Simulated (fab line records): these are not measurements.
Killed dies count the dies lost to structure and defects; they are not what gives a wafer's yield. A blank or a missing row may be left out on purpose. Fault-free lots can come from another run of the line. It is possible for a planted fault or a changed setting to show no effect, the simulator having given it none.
Tool commonality check / flow nand harc / 13 lots, 39 wafers sampled

== REASON IT WAS OPENED ==
At NHARC_END_SORT_01 the reading killed at array is flagged on 2 of 13 lots. Fault-free wafers read 26, with a standard deviation of 9.6.
Rule: a lot is flagged in two cases, either no wafer of it has a number, or all its wafers with numbers fall more than 4 standard deviations from that mean. The other lots count as sound.

lot=L131; measured=day 19 19:53; on=prober-01; killed at array, wafer by wafer=13 15 17; flag=
lot=L132; measured=day 19 19:57; on=prober-02; killed at array, wafer by wafer=23 25 24; flag=
lot=L129; measured=day 20 03:38; on=prober-01; killed at array, wafer by wafer=13 15 12; flag=
lot=L136; measured=day 20 21:44; on=prober-02; killed at array, wafer by wafer=16 26 20; flag=
lot=L135; measured=day 20 23:23; on=prober-01; killed at array, wafer by wafer=37 27 38; flag=
lot=L137; measured=day 21 06:08; on=prober-01; killed at array, wafer by wafer=41 39 32; flag=
lot=L139; measured=day 21 07:43; on=prober-02; killed at array, wafer by wafer=27 29 33; flag=
lot=L140; measured=day 22 18:03; on=prober-01; killed at array, wafer by wafer=676 671 674; flag=FLAGGED
lot=L143; measured=day 22 18:03; on=prober-02; killed at array, wafer by wafer=676 676 672; flag=FLAGGED
lot=L151; measured=day 24 00:30; on=prober-01; killed at array, wafer by wafer=26 24 27; flag=
lot=L150; measured=day 24 08:54; on=prober-02; killed at array, wafer by wafer=33 33 38; flag=
lot=L149; measured=day 24 10:29; on=prober-01; killed at array, wafer by wafer=43 42 55; flag=
lot=L152; measured=day 24 23:13; on=prober-02; killed at array, wafer by wafer=38 31 28; flag=
On average the flagged lots' numbers are 674, which is +648 against the usual, or +68 standard deviations.

== WHICH TOOL RAN EACH LOT ==
3 process steps preceding the reading are held in the record, out of 1159 steps in the route. Each cell gives the tool, then ch followed by the chambers the sampled wafers passed through, then the start.
lot=L131; flag=; NHARC_A_CONTACT_ETCH_124=har cap etch-03 ch 0,1, day 17 01:20; NHARC_A_CONTACT_ETCH_126=har cap etch-03 ch 0,1, day 17 01:40; NHARC_A_CONTACT_ETCH_132=har cap etch-03 ch 0,1, day 17 02:31
lot=L132; flag=; NHARC_A_CONTACT_ETCH_124=har cap etch-01 ch 0,1, day 17 03:05; NHARC_A_CONTACT_ETCH_126=har cap etch-01 ch 0,1, day 17 03:25; NHARC_A_CONTACT_ETCH_132=har cap etch-01 ch 0,1, day 17 04:16
lot=L129; flag=; NHARC_A_CONTACT_ETCH_124=har cap etch-01 ch 0,1, day 17 06:49; NHARC_A_CONTACT_ETCH_126=har cap etch-01 ch 0,1, day 17 07:16; NHARC_A_CONTACT_ETCH_132=har cap etch-01 ch 0,1, day 17 08:25
lot=L136; flag=; NHARC_A_CONTACT_ETCH_124=har cap etch-01 ch 0,1, day 18 11:37; NHARC_A_CONTACT_ETCH_126=har cap etch-01 ch 0,1, day 18 11:57; NHARC_A_CONTACT_ETCH_132=har cap etch-01 ch 0,1, day 18 12:48
lot=L135; flag=; NHARC_A_CONTACT_ETCH_124=har cap etch-03 ch 0,1, day 18 01:41; NHARC_A_CONTACT_ETCH_126=har cap etch-03 ch 0,1, day 18 02:01; NHARC_A_CONTACT_ETCH_132=har cap etch-03 ch 0,1, day 18 02:52
lot=L137; flag=; NHARC_A_CONTACT_ETCH_124=har cap etch-01 ch 0,1, day 18 21:42; NHARC_A_CONTACT_ETCH_126=har cap etch-01 ch 0,1, day 18 22:03; NHARC_A_CONTACT_ETCH_132=har cap etch-01 ch 0,1, day 18 22:54
lot=L139; flag=; NHARC_A_CONTACT_ETCH_124=har cap etch-02 ch 0,1, day 19 01:18; NHARC_A_CONTACT_ETCH_126=har cap etch-02 ch 0,1, day 19 01:38; NHARC_A_CONTACT_ETCH_132=har cap etch-02 ch 0,1, day 19 02:29
lot=L140; flag=FLAGGED; NHARC_A_CONTACT_ETCH_124=har cap etch-02 ch 0,1, day 19 22:45; NHARC_A_CONTACT_ETCH_126=har cap etch-02 ch 0,1, day 19 23:12; NHARC_A_CONTACT_ETCH_132=har cap etch-02 ch 0,1, day 20 00:20
lot=L143; flag=FLAGGED; NHARC_A_CONTACT_ETCH_124=har cap etch-03 ch 0,1, day 20 02:58; NHARC_A_CONTACT_ETCH_126=har cap etch-03 ch 0,1, day 20 03:19; NHARC_A_CONTACT_ETCH_132=har cap etch-03 ch 0,1, day 20 04:09
lot=L151; flag=; NHARC_A_CONTACT_ETCH_124=har cap etch-02 ch 0,1, day 21 15:25; NHARC_A_CONTACT_ETCH_126=har cap etch-02 ch 0,1, day 21 15:44; NHARC_A_CONTACT_ETCH_132=har cap etch-02 ch 0,1, day 21 16:35
lot=L150; flag=; NHARC_A_CONTACT_ETCH_124=har cap etch-01 ch 0,1, day 22 00:40; NHARC_A_CONTACT_ETCH_126=har cap etch-01 ch 0,1, day 22 01:01; NHARC_A_CONTACT_ETCH_132=har cap etch-01 ch 0,1, day 22 01:52
lot=L149; flag=; NHARC_A_CONTACT_ETCH_124=har cap etch-02 ch 0,1, day 21 21:17; NHARC_A_CONTACT_ETCH_126=har cap etch-02 ch 0,1, day 21 21:37; NHARC_A_CONTACT_ETCH_132=har cap etch-02 ch 0,1, day 21 22:27
lot=L152; flag=; NHARC_A_CONTACT_ETCH_124=har cap etch-01 ch 0,1, day 22 10:30; NHARC_A_CONTACT_ETCH_126=har cap etch-01 ch 0,1, day 22 10:56; NHARC_A_CONTACT_ETCH_132=har cap etch-01 ch 0,1, day 22 12:04
What is done by these steps:
- NHARC_A_CONTACT_ETCH_124: etches the open film in C4F8/O2/Ar, time 140 s, target depth 700 nm.
- NHARC_A_CONTACT_ETCH_126: etches the open film in C4F8/O2/Ar, time 155 s, target depth 956 nm.
- NHARC_A_CONTACT_ETCH_132: etches the open film in C4F8/O2/Ar, time 156 s, target depth 958 nm.
- NHARC_END_SORT_01

== FLAGGED OVER TOTAL, TOOL BY TOOL (the gauges that took the reading come last) ==
step=NHARC_A_CONTACT_ETCH_124; tool=har cap etch-01; lots run=6; flagged=0; share of the flagged lots=none; sound lots run after its first flagged lot=-
step=NHARC_A_CONTACT_ETCH_124; tool=har cap etch-02; lots run=4; flagged=1; share of the flagged lots=some; sound lots run after its first flagged lot=2 (L151,L149)
step=NHARC_A_CONTACT_ETCH_124; tool=har cap etch-03; lots run=3; flagged=1; share of the flagged lots=some; sound lots run after its first flagged lot=0
step=NHARC_A_CONTACT_ETCH_126; tool=har cap etch-01; lots run=6; flagged=0; share of the flagged lots=none; sound lots run after its first flagged lot=-
step=NHARC_A_CONTACT_ETCH_126; tool=har cap etch-02; lots run=4; flagged=1; share of the flagged lots=some; sound lots run after its first flagged lot=2 (L151,L149)
step=NHARC_A_CONTACT_ETCH_126; tool=har cap etch-03; lots run=3; flagged=1; share of the flagged lots=some; sound lots run after its first flagged lot=0
step=NHARC_A_CONTACT_ETCH_132; tool=har cap etch-01; lots run=6; flagged=0; share of the flagged lots=none; sound lots run after its first flagged lot=-
step=NHARC_A_CONTACT_ETCH_132; tool=har cap etch-02; lots run=4; flagged=1; share of the flagged lots=some; sound lots run after its first flagged lot=2 (L151,L149)
step=NHARC_A_CONTACT_ETCH_132; tool=har cap etch-03; lots run=3; flagged=1; share of the flagged lots=some; sound lots run after its first flagged lot=0
step=NHARC_END_SORT_01; tool=prober-01; lots run=7; flagged=1; share of the flagged lots=some; sound lots run after its first flagged lot=2 (L151,L149)
step=NHARC_END_SORT_01; tool=prober-02; lots run=6; flagged=1; share of the flagged lots=some; sound lots run after its first flagged lot=2 (L150,L152)

== THE TABLE: WHAT IT ALLOWS ==
No row of the table ran every flagged lot.

== WHAT HAD BEEN PUT IN BY THE SIMULATOR ==
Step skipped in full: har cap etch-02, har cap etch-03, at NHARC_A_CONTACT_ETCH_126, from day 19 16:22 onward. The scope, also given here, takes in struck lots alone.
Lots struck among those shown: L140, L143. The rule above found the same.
